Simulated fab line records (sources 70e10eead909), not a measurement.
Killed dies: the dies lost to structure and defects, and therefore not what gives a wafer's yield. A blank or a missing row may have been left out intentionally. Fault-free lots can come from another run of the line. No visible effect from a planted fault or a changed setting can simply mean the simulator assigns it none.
fab line records | flow nandHarc
[record] lots = 7 wafers = 19 lastDay = 24
route steps=1159 shown A_STAIRCASE@569 END@1159
lots that met no fault: taken from a fault-free run of the same line
startH: the number of hours between the record's first day and the start of the first shown wafer of the lot | waitH: hours from the lot's prior step to this one | " as in the row above | L1.1+2: one row covering several wafers at once | - no value, or no start given | * or withheld: withheld | < > ~ a bound
route shown NAME@n: a module of which the file shows steps, and the number in the route of the first | usual: mean/standard deviation taken from wafers without a fault | same: alike in all rows | chamber/n: place in a boat | sites: each site's reading | _std_site: standard deviation across them | _edge_site: outer sites' mean less inner sites' | radiusMm: how far each site lies from the wafer's centre | mask NAME#n: copy n | behind: the last tool/chamber to shape the wafer | hold: reason for holding the lot/hours on hold/outcome of the hold | device: whichever transistor did not switch (one of n, p or np) | end of line: tests of these same wafers at the route's end | a step without rows: its recipe alone | killed: the dies lost at the first sort to structure and to defects; this is not the yield of the wafer | map: a wafer's dies, x killed, . not, _ none there
set.NAME: the run value of the setting; set.NAME@STEP: its run value at that earlier step | model.NAME: the simulator's own value behind a step, which no gauge read
lots at some steps of the route; a table a step, a row a wafer
services: a tool's chamber out of use, with start hour (startH, from the record's first day; less than 0 if before it), hours out, and reason
[[steps]]
[step NHARC_A_STAIRCASE_SRD_150]
[step NHARC_A_STAIRCASE_DEHYDRATE_176]
[recipe] tempC = 150 timeS = 120
[step NHARC_A_STAIRCASE_HMDS_177]
[recipe] timeS = 30
[step NHARC_A_STAIRCASE_COAT_178]
[recipe] spinRpm = 1200
[step NHARC_A_STAIRCASE_SOFTBAKE_179]
[recipe] tempC = 135 timeS = 170
[step NHARC_A_STAIRCASE_EBR_180]
[step NHARC_A_STAIRCASE_EXPOSE_181]
[recipe] na = 0.5 doseMj = 27.87 maskId = STAIR_2
[step NHARC_A_STAIRCASE_PEB_182]
[recipe] pebTempC = 115 pebTimeS = 130
[step NHARC_A_STAIRCASE_DEVELOP_183]
[recipe] timeS = 140
[step NHARC_A_STAIRCASE_HARDBAKE_185]
[recipe] tempC = 120 timeS = 140
[step NHARC_A_STAIRCASE_DESCUM_186]
[recipe] timeS = 3 o2FlowSccm = 200 arFlowSccm = 0 biasPowerW = 0 chemistry = O2
[usual] drypumpMotorCurrentA = 5.4/0.36 mfcArSccm = 0.013/0.012 oesProductAu = 1.001/0.0072 rfVppV = 58.0/0.85 showerheadPlenumPTorr = 1.97/0.065 throttleValvePct = 11.311/0.0085
[same] biasPowerW = 0
// columns lot.wafer tool chamber startH waitH drypumpMotorCurrentA mfcArSccm oesProductAu rfHoursCounterH rfVppV showerheadPlenumPTorr throttleValvePct
L927.4 rieDiel-07 3 254.82 - 5.4 0 1.000 8 57.9 1.92 11.305
L927.6 " 0 " " 5.7 0.022 1.004 - 57.0 1.99 11.322
L927.5 " 1 " " 5.6 0.018 0.994 - 56.9 1.93 11.317
L926.3 rieDiel-06 3 257.85 - 4.8 0.033 1.001 3 57.9 2.05 11.320
L926.4 " 2 " " 5.3 0 1.017 2 58.1 2.05 11.326
L926.5 " 0 " " 5.0 0.024 1.003 - 57.6 2.02 11.313
L937.2 rieDiel-06 1 328.54 - 5.2 0.015 1.004 27 58.4 1.93 11.307
L937.5 " 0 " " 5.0 0.024 1.011 - 56.6 2.02 11.314
L937.6 " 1 " " 5.2 0.015 1.001 - 57.4 1.93 11.305
L938.1 rieDiel-06 3 333.37 - 4.7 0.033 0.989 30 59.1 2.04 11.307
L938.4 " 2 " " 5.3 0 1.002 29 58.2 2.05 11.306
L940.4 rieDiel-06 0 334.36 - 5.0 0.024 1.007 26 58.2 2.01 11.306
L940.5 " 3 " " 4.8 0.033 1.000 - 57.1 2.05 11.328
L944.4 rieDiel-02 1 362.82 - 5.5 0.023 0.999 7 56.6 1.80 11.290
L944.5 " 2 " " 5.2 0 0.999 - 57.8 2.05 11.305
L944.6 " 3 " " 6.1 0 0.992 - 58.9 1.97 11.314
L946.2 rieDiel-07 1 377.13 - 5.6 0.018 0.998 50 57.2 1.92 11.314
L946.3 " 3 " " 5.4 0 0.994 56 58.9 1.91 11.307
L946.6 " 2 " " 5.6 0.005 0.993 - 58.3 1.96 11.312
[step NHARC_A_STAIRCASE_TRIM_187]
[recipe] timeS = 211.2 o2FlowSccm = 500 arFlowSccm = 0 biasW = 0 chemistry = O2
[usual] drypumpMotorCurrentA = 5.4/0.34 mfcArSccm = 0.013/0.011 oesProductAu = 1.002/0.0076 rfVppV = 58.1/0.92 runLengthS = 232.6/0.51 showerheadPlenumPTorr = 3.62/0.11 throttleValvePct = 17.038/0.009
// columns lot.wafer tool chamber startH waitH drypumpMotorCurrentA mfcArSccm oesProductAu rfHoursCounterH rfVppV runLengthS showerheadPlenumPTorr throttleValvePct
L927.4 rieDiel-07 0 254.88 0.1 5.7 0.022 1.014 8 59.0 233.1 3.66 17.047
L927.6 " 0 " " 5.7 0.022 1.007 - 57.5 233.5 3.66 17.043
L927.5 " 1 " " 5.6 0.018 1.007 - 57.0 233.1 3.56 17.034
L926.4 rieDiel-06 1 257.93 0.1 5.2 0.015 0.997 2 58.1 232.6 3.56 17.030
L926.3 " 2 " " 5.3 0 1.003 2 58.2 231.9 3.77 17.032
L926.5 " 1 " " 5.3 0.015 1.005 - 57.9 232.7 3.56 17.043
L937.2 rieDiel-06 1 328.62 0.1 5.2 0.015 1.004 27 58.6 232.6 3.55 17.051
L937.6 " 1 " " 5.2 0.015 1.013 - 57.8 232.7 3.55 17.026
L937.5 " 2 " " 5.3 0 1.006 - 59.6 241.9 3.76 17.038
L938.1 rieDiel-06 0 333.45 0.1 5.0 0.024 0.996 26 58.9 231.9 3.70 17.040
L938.4 " 1 " " 5.2 0.015 1.008 30 59.5 241.6 3.55 17.052
L940.4 rieDiel-06 0 334.48 0.1 5.0 0.024 1.002 26 57.7 240.9 3.70 17.044
L940.5 " 2 " " 5.3 0 1.009 - 57.7 241.2 3.76 17.049
L944.4 rieDiel-02 2 362.92 0.1 5.2 0 1.002 7 59.2 232.5 3.77 17.023
L944.6 " 3 " " 6.1 0 1.006 - 58.5 233.1 3.62 17.037
L944.5 " 0 " " 5.8 0 1.005 - 56.9 232.9 3.40 17.015
L946.2 rieDiel-07 3 377.22 0.1 5.5 0 0.999 56 57.1 232.4 3.52 17.048
L946.3 " 1 " " 5.6 0.018 0.996 50 57.0 232.9 3.54 17.043
L946.6 " 3 " " 5.5 0 0.992 - 56.7 232.6 3.52 17.033
[step NHARC_A_STAIRCASE_ETCH_188]
[recipe] targetDepthA = 1000 timeS = 40.5 ionEnergyEv = 400 c4f8FlowSccm = 20 o2FlowSccm = 10 arFlowSccm = withheld rfW = 600 biasW = 1000 chemistry = C4F8/O2
[usual] oesProductAu = 0.940/0.012 rfVppV = 899/4.4
// columns lot.wafer tool chamber startH waitH oesProductAu rfHoursCounterH rfVppV
L927.4 rieDiel-07 2 - - 0.948 9 899
L927.5 " 1 " " 0.932 - 898
L927.6 " 2 " " 0.956 - 901
L926.3 rieDiel-06 3 - - 0.957 3 903
L926.4 " 1 " " 0.952 2 897
L926.5 " 3 " " 0.947 - 904
L937.2 rieDiel-06 1 - - 0.921 27 897
L937.6 " 3 " " 0.917 - 906
L937.5 " 0 " " 0.928 - 902
L938.4 rieDiel-06 0 - - 0.939 26 903
L938.1 " 1 " " 0.954 30 897
L940.4 rieDiel-06 0 - - 0.944 26 902
L940.5 " 3 " " 0.917 - 904
L944.4 rieDiel-02 1 - - 0.926 7 887
L944.5 " 3 " " 0.934 - 900
L944.6 " 0 " " 0.921 - 893
L946.3 rieDiel-07 2 - - 0.916 53 900
L946.2 " 0 " " 0.917 53 900
L946.6 " 1 " " 0.931 - 897
[step NHARC_END_SORT_01]
[recipe] tempC = 25
[usual] killedAtArray = 26/9.6 killedAtOther = 0.7/0.92 killedAtPeriphery = 3.8/2.7 killedDies = 31/10 killedOpen = 3.3/1.7 killedShort = 1.8/1.3
[same] grossDies = 677
// columns lot.wafer tool chamber startH waitH killedAtArray killedAtOther killedAtPeriphery killedDies killedOpen killedShort
L926.3 prober-02 0 453.56 3.1 28 0 2 30 6 1
L926.4 prober-02 0 454.36 3.4 31 0 3 34 3 1
L926.5 prober-02 0 455.16 3.7 21 0 7 28 3 1
// killed by level:class
L926.3 A_CHANNEL_HOLE_D1:chamberFilmFlake=16 A_M0:chamberFilmFlake=4 A_ONON_D1:geometricParticle:open=2 P_GATE:geometricParticle:open=1 A_WL_FILL:geometricParticle:open=1 A_CONTACT:geometricParticle:open=1 A_CONTACT:geometricParticle:short=1 A_M0:geometricParticle:open=1
L926.4 A_CHANNEL_HOLE_D1:chamberFilmFlake=17 P_STI:chamberFilmFlake=3 A_M0:chamberFilmFlake=3 A_CONTACT:geometricParticle:open=2 A_SLIT:chamberFilmFlake=2 A_WL_FILL:chamberFilmFlake=2 A_WL_FILL:geometricParticle:short=1 A_M0:geometricParticle:open=1
L926.5 A_CHANNEL_HOLE_D1:chamberFilmFlake=11 A_WL_FILL:chamberFilmFlake=3 P_STI:chamberFilmFlake=2 P_M0:chamberFilmFlake=2 P_M2:chamberFilmFlake=2 A_CONTACT:chamberFilmFlake=2 P_CONTACT:geometricParticle:open=1 A_ONON_D1:geometricParticle:open=1
[[services]]
// columns tool chamber startH hours kind
rieDiel-02 3 235.05 5.9 repair
rieDiel-06 - 241.85 9.0 pm
rieDiel-06 0 241.85 9.0 ventCycle
rieDiel-06 1 241.85 9.0 ventCycle
rieDiel-06 2 241.85 9.0 ventCycle
rieDiel-06 3 241.85 9.0 ventCycle
rieDiel-06 0 250.85 - clean
rieDiel-06 1 250.85 - clean
rieDiel-06 2 250.85 - clean
rieDiel-06 3 250.85 - clean
rieDiel-02 - 258.59 0.4 repair
rieDiel-07 0 271.98 11.8 repair
rieDiel-06 0 276.31 - clean
rieDiel-06 1 276.31 - clean
rieDiel-06 2 276.31 - clean
rieDiel-06 3 276.31 - clean
rieDiel-06 0 284.88 9.7 repair
rieDiel-02 2 295.62 8.8 repair
rieDiel-06 - 300.37 1.9 repair
rieDiel-06 0 325.32 - clean
rieDiel-06 1 325.32 - clean
rieDiel-06 2 325.32 - clean
rieDiel-06 3 325.32 - clean
rieDiel-02 - 327.83 9.0 pm
[[key]]
[firstSign] step = NHARC_A_STAIRCASE_TRIM_187 reading = runLengthS direction = up sigmas = 17 usual = * struck = *
effect none on later readings
metAt NHARC_A_STAIRCASE_TRIM_187
struckWafers L937.5,L938.4,L940.4,L940.5
testerLeftOut L937,L938,L940
onsetBetween 257.93 328.62
[fault] kind = processParameterDrift tool = rieDiel-06 chamber = - onsetH = 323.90 steps = NHARC_A_STAIRCASE_TRIM_187 channel = timeS offset = * shape = step endH = 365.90 scope = struckWafersOnly actsIn = * stated = *
// testerLeftOut: of these lots the tester's yield and bins aren't shown, on N5 and GAA mostly nor the transistor test; their killed dies are dies lost to structure and defects alone, not to doping, threshold or leakage, so they don't give the yield
